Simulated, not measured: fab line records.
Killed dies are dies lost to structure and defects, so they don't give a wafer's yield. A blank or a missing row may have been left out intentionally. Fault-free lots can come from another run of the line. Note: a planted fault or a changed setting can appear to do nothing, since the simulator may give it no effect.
A lot that was struck, set against a sound lot :: flow nand-harc :: 14 out of 1159 route steps
Sound: these wafers, L617.1, L617.2, L617.4. Wafers L608.2, L608.3, L608.4 were the ones struck. At the end, the cause is stated.
At each step with rows: each side's tool, then ch and its chambers, then its first start. Under that, the readings that differ: sound wafers :: struck wafers :: difference of the means :: sigmas: that difference in standard deviations of wafers without a fault.
alike: words and numbers the same on both sides, and readings whose means are apart by under 2 such deviations; not compared: readings that were withheld, readings missing a value for some wafer, numbers with overlapping values and no deviation given by the record, and bounds like >300 which may hide the same value.
Wherever a step has rows on one side only, a row that says differs or no value, or a row with sigmas, the two part there. When numbers do not overlap yet have no deviation, they are printed without sigmas and do not part them. Lack of a reading on every wafer of one side parts them only where that side has two or more wafers.

first, 3 steps without rows for these wafers: NHARC_A_STAIRCASE_ETCH_13 (etches the open film in C4F8/O2, target depth 100 nm, time 40.5 s); NHARC_A_STAIRCASE_TRIM_14 (chemistry O2, time 211.2 s); NHARC_A_STAIRCASE_ETCH_15 (etches the open film in C4F8/O2, target depth 100 nm, time 40.5 s).
NHARC_A_STAIRCASE_TRIM_16: chemistry O2, time 211.2 s.
  sound: rie-diel-07 ch 0,1,2; struck: rie-diel-02 ch 1,2,3
  alike: chamber-pressure-mTorr, drypump-motor-current-A, oes-product-au, rf-vpp-V, showerhead-plenum-p-Torr, throttle-valve-pct
  not compared: rf-hours-counter-h
then, 2 steps without rows for these wafers: NHARC_A_STAIRCASE_ETCH_17 (etches the open film in C4F8/O2, target depth 100 nm, time 40.5 s); NHARC_A_STAIRCASE_TRIM_18 (chemistry O2, time 211.2 s).
NHARC_A_STAIRCASE_ETCH_19: etches the open film in C4F8/O2, target depth 100 nm, time 40.5 s.
  sound: rie-diel-07 ch 1,2,3; struck: rie-diel-02 ch 0,1,2
  alike: oes-product-au, rf-vpp-V
  not compared: rf-hours-counter-h
NHARC_A_STAIRCASE_TRIM_20: chemistry O2, time 211.2 s.
  sound on rie-diel-08 ch 0,1,2, day 15 20:17; struck on rie-diel-02 ch 0,1,3, day 13 12:40
reading: rf-hours-counter-h (h)
sound: 19 22 17
struck: 54 53 54
difference: +34
sigmas: 
  alike: chamber-pressure-mTorr, drypump-motor-current-A, oes-product-au, rf-vpp-V, showerhead-plenum-p-Torr, throttle-valve-pct
then, 1 step without rows for these wafers: NHARC_A_STAIRCASE_ETCH_21 (etches the open film in C4F8/O2, target depth 100 nm, time 40.5 s).
NHARC_A_STAIRCASE_TRIM_22: chemistry O2, time 211.2 s.
  sound: rie-diel-08 ch 0,1,3; struck: rie-diel-02 ch 0,2,3
reading: rf-hours-counter-h (h)
sound: 20 19 17
struck: 54 43 54
difference: +32
sigmas: 
  alike: chamber-pressure-mTorr, drypump-motor-current-A, oes-product-au, rf-vpp-V, showerhead-plenum-p-Torr, throttle-valve-pct
then, 1 step without rows for these wafers: NHARC_A_STAIRCASE_ETCH_23 (etches the open film in C4F8/O2, target depth 100 nm, time 40.5 s).
NHARC_A_STAIRCASE_TRIM_24: chemistry O2, time 211.2 s.
  sound on rie-diel-08 ch 0,1,2, day 15 20:47; struck on rie-diel-02 ch 0,1,3, day 13 13:10
  no value came back on the struck wafers for any of 8 readings (bias-w (W), chamber-pressure-mTorr (mTorr) and others); on the sound wafers bias-w (W) reads 0 0 0
NHARC_A_STAIRCASE_ETCH_25: etches the open film in C4F8/O2, target depth 100 nm, time 40.5 s.
  sound: rie-diel-08 ch 0,1,2; struck: rie-diel-02 ch 0,1,3
reading: rf-hours-counter-h (h)
sound: 22 20 18
struck: 54 54 54
difference: +34
sigmas: 
  alike: oes-product-au, rf-vpp-V
-- the record jumps here: 9 days lie between the struck wafers' starts before and after (it left off in module A_STAIRCASE and takes up again in module END, whose first step shown is number 1159 of the route) --
NHARC_END_SORT_01:
  only the struck wafers appear in the record here, on prober-02 ch 0 at day 22 01:15; the sound ones have no rows

## WHERE THEY PART
Last at NHARC_END_SORT_01 as far as this record goes, first at NHARC_A_STAIRCASE_TRIM_24.

WHY: whatever the simulator had introduced
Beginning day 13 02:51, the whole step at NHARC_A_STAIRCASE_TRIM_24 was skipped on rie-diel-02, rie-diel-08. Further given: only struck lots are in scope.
